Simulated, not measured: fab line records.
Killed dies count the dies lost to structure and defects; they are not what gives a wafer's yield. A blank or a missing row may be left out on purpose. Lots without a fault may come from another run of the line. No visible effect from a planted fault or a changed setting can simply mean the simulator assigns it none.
What tool caused it? + flow n5Finfet + 9 lots with 27 wafers sampled at 5 steps, on a route of 1938 steps

WHAT EACH GAUGE READ, for each wafer
N5_BEOL_M4_RC_MEAS_101. Usual: DIBL_N 36.0 mV/V, standard deviation 1.7; DIBL_P 35.8 mV/V, standard deviation 2; IOFF_N 0.15 nA/um, standard deviation 0.03; IOFF_P 0.20 nA/um, standard deviation 0.037; ION_N 670 uA/um, standard deviation 12; ION_P 460 uA/um, standard deviation 7.2; SS_N 71.5 mV/dec, standard deviation 0.68; SS_P 73.2 mV/dec, standard deviation 0.65; VT_N 250 mV, standard deviation 3.1; VT_P -251 mV, standard deviation 3.4.
| lot  | measured     | on        | DIBL_N (mV/V)  | DIBL_P (mV/V)  | IOFF_N (nA/um) | IOFF_P (nA/um) | ION_N (uA/um) | ION_P (uA/um) | SS_N (mV/dec)  | SS_P (mV/dec)  | VT_N (mV)   | VT_P (mV)      | flag |
|------|--------------|-----------|----------------|----------------|----------------|----------------|---------------|---------------|----------------|----------------|-------------|----------------|------|
| L468 | day 8 07:37  | prober-01 | 36.4 34.2 34.7 | 35.4 31.6 32.5 | 0.16 0.11 0.13 | 0.20 0.16 0.16 | 664 655 662   | 456 455 454   | 71.6 70.5 71.2 | 73.0 72.0 72.5 | 250 256 253 | -251 -256 -257 |      |
| L469 | day 8 12:48  | prober-01 | 34.3 35.8 36.6 | 33.3 34.4 34.3 | 0.12 0.15 0.15 | 0.16 0.17 0.16 | 668 677 646   | 456 457 440   | 71.9 72.1 72.3 | 72.0 72.7 72.8 | 251 247 252 | -252 -253 -253 |      |
| L471 | day 9 03:26  | prober-01 | 39.0 39.3 34.0 | 38.2 38.9 32.5 | 0.22 0.23 0.12 | 0.31 0.33 0.20 | 669 663 657   | 465 463 464   | 72.4 72.1 70.2 | 75.0 74.9 72.8 | 244 244 250 | -240 -241 -246 |      |
| L483 | day 12 02:13 | prober-01 | 36.8 33.2 35.1 | 35.9 33.4 33.8 | 0.17 0.12 0.14 | 0.19 0.16 0.16 | 682 677 665   | 462 466 451   | 71.5 70.2 71.2 | 73.5 72.4 73.3 | 247 252 254 | -251 -254 -257 |      |
| L485 | day 12 10:33 | prober-01 | 37.5 34.2 33.3 | 38.7 34.3 33.9 | 0.19 0.12 0.11 | 0.21 0.15 0.14 | 678 670 655   | 456 455 443   | 72.3 71.8 71.4 | 73.8 73.0 72.8 | 251 255 255 | -252 -259 -259 |      |
| L482 | day 12 17:39 | prober-01 | 35.4 35.4 34.2 | 35.2 36.6 32.8 | 0.14 0.16 0.12 | 0.20 0.23 0.17 | 676 674 670   | 469 466 457   | 71.5 71.5 71.4 | 73.1 73.0 72.7 | 252 249 251 | -249 -247 -252 |      |
| L484 | day 12 18:06 | prober-02 | 34.7 36.5 36.4 | 33.5 35.0 35.7 | 0.13 0.15 0.15 | 0.19 0.22 0.22 | 671 647 658   | 460 448 456   | 71.4 72.0 71.8 | 72.2 72.6 72.8 | 252 251 251 | -249 -247 -247 |      |
| L489 | day 13 17:25 | prober-02 | 34.7 35.7 37.3 | 33.1 35.3 35.7 | 0.14 0.15 0.17 | 0.17 0.20 0.21 | 671 684 665   | 462 465 457   | 71.1 70.8 71.3 | 72.5 73.3 72.6 | 248 247 248 | -253 -252 -250 |      |
| L490 | day 14 05:07 | prober-02 | 36.1 32.9 36.1 | 37.4 33.9 37.3 | 0.16 0.12 0.16 | 0.21 0.17 0.20 | 685 672 681   | 467 457 460   | 71.8 70.4 71.1 | 73.0 72.3 73.9 | 251 252 249 | -252 -252 -253 |      |

N5_BEOL_M9_CD_MEAS_18: pitch 140 nm, target cd 70 nm. Usual: cdNm reads 70.3 nm (standard deviation 0.65).
| lot  | measured     | on       | cdNm (nm)      | flag |
|------|--------------|----------|----------------|------|
| L468 | day 10 09:04 | cdSem-03 | 69.3 70.0 69.7 |      |
| L469 | day 10 09:36 | cdSem-01 | 70.1 70.4 70.4 |      |
| L471 | day 11 06:26 | cdSem-03 | 70.4 69.3 69.5 |      |
| L483 | day 13 18:46 | cdSem-02 | 69.7 69.7 69.8 |      |
| L485 | day 14 00:16 | cdSem-02 | 70.6 70.0 71.2 |      |
| L482 | day 14 08:56 | cdSem-02 | 71.1 69.5 70.8 |      |
| L484 | day 14 09:15 | cdSem-01 | 70.6 71.3 71.1 |      |
| L489 | day 15 10:28 | cdSem-03 | 71.3 71.3 71.6 |      |
| L490 | day 16 00:38 | cdSem-02 | 69.7 70.2 70.7 |      |

N5_BEOL_M9_OCD_MEAS_38. Usual: trenchDepthNm reads 151 nm (standard deviation 3.3).
| lot  | measured     | on     | trenchDepthNm (nm) | flag |
|------|--------------|--------|--------------------|------|
| L468 | day 10 10:37 | ocd-01 | 152 152 151        |      |
| L469 | day 10 10:52 | ocd-01 | 152 145 147        |      |
| L471 | day 11 07:48 | ocd-02 | 152 152 151        |      |
| L483 | day 13 20:34 | ocd-02 | 151 153 158        |      |
| L485 | day 14 02:39 | ocd-02 | 157 153 153        |      |
| L482 | day 14 11:54 | ocd-01 | 154 151 150        |      |
| L484 | day 14 11:39 | ocd-01 | 150 152 158        |      |
| L489 | day 15 13:34 | ocd-02 | 153 155 152        |      |
| L490 | day 16 02:35 | ocd-01 | 154 149 148        |      |

WHICH TOOL RAN EACH LOT (tool, then ch and the chambers of the sampled wafers, then the start)
| lot  | N5_BEOL_M9_ETCH_65                | N5_BEOL_M9_STRIP_36               |
|------|-----------------------------------|-----------------------------------|
| L468 | rieDiel-05 ch 2,3, day 10 10:13   | rieDiel-05 ch 2,3, day 10 10:24   |
| L469 | rieDiel-01 ch 0,1, day 10 10:27   | rieDiel-01 ch 0,1, day 10 10:38   |
| L471 | rieDiel-05 ch 0,2, day 11 07:23   | rieDiel-05 ch 0,2, day 11 07:35   |
| L483 | rieDiel-05 ch 0,1,2, day 13 20:10 | rieDiel-05 ch 0,1,2, day 13 20:21 |
| L485 | rieDiel-05 ch 0,2, day 14 02:14   | rieDiel-05 ch 0,2, day 14 02:26   |
| L482 | rieDiel-01 ch 0,2, day 14 11:30   | rieDiel-01 ch 0,2, day 14 11:41   |
| L484 | rieDiel-05 ch 0,1,2, day 14 11:15 | rieDiel-05 ch 0,1,2, day 14 11:26 |
| L489 | rieDiel-01 ch 1,2, day 15 13:10   | rieDiel-01 ch 1,2, day 15 13:21   |
| L490 | rieDiel-06 ch 0,1, day 16 02:11   | rieDiel-06 ch 0,1, day 16 02:23   |
- N5_BEOL_M9_ETCH_65: etches SiARC in CF4, target depth 15.6 nm, time 26 s.
- N5_BEOL_M9_STRIP_36: strips in N2/H2.

WHAT THE TOOLS THEMSELVES READ (means of the sampled wafers that have a number; where no wafer has one, the mark that the record gives instead)
N5_BEOL_M9_ETCH_65. Usual: drypumpMotorCurrentA 5.9 A, standard deviation 0.38; etchRfOnTimeS 25.7 s, standard deviation 0.8; oesProductAu 0.66 a.u., standard deviation 0.087; rfVppV 184.0 V, standard deviation 1.3; showerheadPlenumPTorr 2.13 Torr, standard deviation 0.085; throttleValvePct 15.69 %, standard deviation 0.26.
| lot  | tool       | drypumpMotorCurrentA (A) | etchRfOnTimeS (s) | oesProductAu (a.u.) | rfVppV (V) | showerheadPlenumPTorr (Torr) | throttleValvePct (%) | flag |
|------|------------|--------------------------|-------------------|---------------------|------------|------------------------------|----------------------|------|
| L468 | rieDiel-05 | 6.2                      | 25.8              | 0.58                | 183.1      | 2.09                         | 15.64                |      |
| L469 | rieDiel-01 | 6.1                      | 27.4              | 0.59                | 183.5      | 2.08                         | 15.84                |      |
| L471 | rieDiel-05 | 6.3                      | 25.8              | 0.65                | 184.0      | 2.11                         | 15.59                |      |
| L483 | rieDiel-05 | 6.2                      | 25.5              | 0.72                | 185.5      | 2.23                         | 15.49                |      |
| L485 | rieDiel-05 | 6.3                      | 25.3              | 0.77                | 185.5      | 2.27                         | 15.55                |      |
| L482 | rieDiel-01 | 5.9                      | 26.1              | 0.63                | 182.6      | 2.04                         | 15.67                |      |
| L484 | rieDiel-05 | 6.2                      | 24.9              | 0.72                | 184.9      | 2.22                         | 15.51                |      |
| L489 | rieDiel-01 | 5.8                      | 25.6              | 0.77                | 183.6      | 2.09                         | 15.46                |      |
| L490 | rieDiel-06 | 5.5                      | 26.3              | 0.66                | 184.1      | 2.12                         | 15.63                |      |

N5_BEOL_M9_STRIP_36. Usual: biasPowerW 7.003 W, standard deviation 0.021; chamberPressureMTorr 20.00 mTorr, standard deviation 0.033; drypumpMotorCurrentA 5.9 A, standard deviation 0.38; oesProductAu 0.77 a.u., standard deviation 0.096; rfVppV 59.2 V, standard deviation 1.3; showerheadPlenumPTorr 2.53 Torr, standard deviation 0.11; throttleValvePct 23.7 %, standard deviation 0.4.
| lot  | tool       | biasPowerW (W) | chamberPressureMTorr (mTorr) | drypumpMotorCurrentA (A) | oesProductAu (a.u.) | rfVppV (V) | showerheadPlenumPTorr (Torr) | throttleValvePct (%) | flag |
|------|------------|----------------|------------------------------|--------------------------|---------------------|------------|------------------------------|----------------------|------|
| L468 | rieDiel-05 | 7.001          | 19.99                        | 6.2                      | 0.68                | 58.4       | 2.47                         | 23.2                 |      |
| L469 | rieDiel-01 | 7.014          | 20.01                        | 6.1                      | 0.70                | 58.7       | 2.46                         | 23.9                 |      |
| L471 | rieDiel-05 | 7.019          | 20.02                        | 6.3                      | 0.76                | 59.4       | 2.49                         | 23.3                 |      |
| L483 | rieDiel-05 | -              | -                            | -                        | -                   | -          | -                            | -                    | OFF  |
| L485 | rieDiel-05 | -              | -                            | -                        | -                   | -          | -                            | -                    | OFF  |
| L482 | rieDiel-01 | 7.006          | 20.00                        | 5.9                      | 0.73                | 58.7       | 2.41                         | 24.0                 |      |
| L484 | rieDiel-05 | -              | -                            | -                        | -                   | -          | -                            | -                    | OFF  |
| L489 | rieDiel-01 | 7.002          | 20.02                        | 5.8                      | 0.91                | 59.5       | 2.47                         | 23.6                 |      |
| L490 | rieDiel-06 | 7.008          | 19.97                        | 5.5                      | 0.78                | 59.8       | 2.51                         | 23.8                 |      |

THE ANSWER, worked out from the rows above alone
Rule: a lot counts as off when the mean over its wafers that have a number is more than 3 standard deviations away from the usual mean. A lot without any number at a reading at which 4 lots or more have one is off too. All remaining lots with rows at the step are treated as sound. First the gauges in route order, then the tools' own readings, where a lot's mean is used as printed above. At the first step where some lot is off, the reading lying furthest off is the one used; lots without a number count as furthest.
Off, at N5_BEOL_M9_STRIP_36 on biasPowerW: L483, L485, L484. Without a number there: L483, L485, L484.
A tool fits if, at that step or a process step before it, it ran every lot that is off, and no sound lot after the first of them. One fits: N5_BEOL_M9_ETCH_65 and N5_BEOL_M9_STRIP_36 on rieDiel-05. At N5_BEOL_M9_ETCH_65 its last sound lot is L471 (day 11 07:23), its first lot that is off L483 (day 13 20:10): a fault that began between those two fits.
On the lots that are off, the tool's own readings at N5_BEOL_M9_ETCH_65 differ by more than 5 times the standard deviation of the sound lots' means, which bears it out; showerheadPlenumPTorr reads 2.24 Torr there versus 2.09 Torr on the sound lots.

WHAT HAD BEEN PUT IN BY THE SIMULATOR
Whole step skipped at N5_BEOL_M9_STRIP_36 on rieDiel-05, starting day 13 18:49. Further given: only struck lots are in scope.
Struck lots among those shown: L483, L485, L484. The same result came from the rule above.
